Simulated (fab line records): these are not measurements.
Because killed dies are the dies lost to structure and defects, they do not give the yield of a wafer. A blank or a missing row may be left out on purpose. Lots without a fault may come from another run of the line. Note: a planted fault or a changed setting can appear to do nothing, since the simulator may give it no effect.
Comparing a struck lot with a sound one | flow nand harc | 14 out of 1159 route steps
Sound: the wafers L859.2, L859.4, L859.5. Struck: wafers L867.3, L867.4, L867.5. Last of all comes the cause.
Each step with rows lists, per side, the tool, then ch with its chambers, then its first start. Under that, the readings that differ: sound wafers | struck wafers | difference of the means | sigmas: that difference in standard deviations of wafers without a fault.
alike: a reading whose means differ by less than 2 such deviations, as well as words and numbers matching on both sides. not compared: withheld readings; readings where some wafer has no value; bounds like >300 that might hide an equal value; numbers whose values overlap and for which the record gives no deviation.
Wherever a step has rows on one side only, a row that says differs or no value, or a row with sigmas, the two part there. Numbers that don't overlap but have no deviation are shown without sigmas and don't part them. Lack of a reading on every wafer of one side parts them only where that side has two or more wafers.

first, 1 step without rows for these wafers: NHARC_A_CONTACT_STRIP_27 (strips in post etch residue remover, time 600 s).
NHARC_A_CONTACT_ALD_18: deposits TiN, target thk 3 nm, pulse time 1 s, ald cycles 150.
  sound on ald metal-01 ch 0,1,2, day 17 16:07; struck on ald metal-01 ch 0,1,3, day 19 08:38
  alike: heater power w, precursor pulse height rel
  not compared: since wet clean h
NHARC_A_CONTACT_CVD_19: deposits W, target thk 300 nm, time 802 s.
  sound on cvd w-02 ch 1; struck on cvd w-02 ch 0,1
  alike: heater power w, throttle valve pct
  not compared: since wet clean h
NHARC_A_CONTACT_CMP_20: polishes, t overpolish 30 s, target thk 300 nm.
  sound on cmp-03 ch 0,3, day 17 17:12; struck on cmp-03 ch 0,3, day 19 13:19
  alike: motor current A, overpolish run s, time to endpoint s
then, 1 step without rows for these wafers: NHARC_A_CONTACT_SRD_22.
NHARC_A_CONTACT_INSPECT_23:
  struck on defect inspect-01, day 19 13:41; sound on defect inspect-02, day 17 17:37
  alike: raw defect count
then, 5 steps without rows for these wafers: NHARC_A_BLC_DEHYDRATE_00 (time 120 s); NHARC_A_BLC_HMDS_01 (time 30 s); NHARC_A_BLC_COAT_02 (time 75 s); NHARC_A_BLC_COAT_03 (time 65 s); NHARC_A_BLC_COAT_04 (resist thk 90 nm).
NHARC_A_BLC_SOFTBAKE_05: time 55 s.
  sound on litho track-01 ch 0, day 17 17:00; struck on litho track-04 ch 0, day 19 13:00
  reading                  | sound                | struck               | difference | sigmas
  heater power total W (W) | 188.28 188.36 188.50 | 176.00 176.09 176.29 | -12.25     | -88
  alike: chill plate temp C
then, 2 steps without rows for these wafers: NHARC_A_BLC_EBR_06; NHARC_END_SORT_01.

## WHERE THEY PART
Within this record, at NHARC_A_BLC_SOFTBAKE_05 only.

WHY: what the simulator had put in
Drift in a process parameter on litho track-04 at NHARC_A_BLC_SOFTBAKE_05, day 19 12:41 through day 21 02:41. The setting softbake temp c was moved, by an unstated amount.
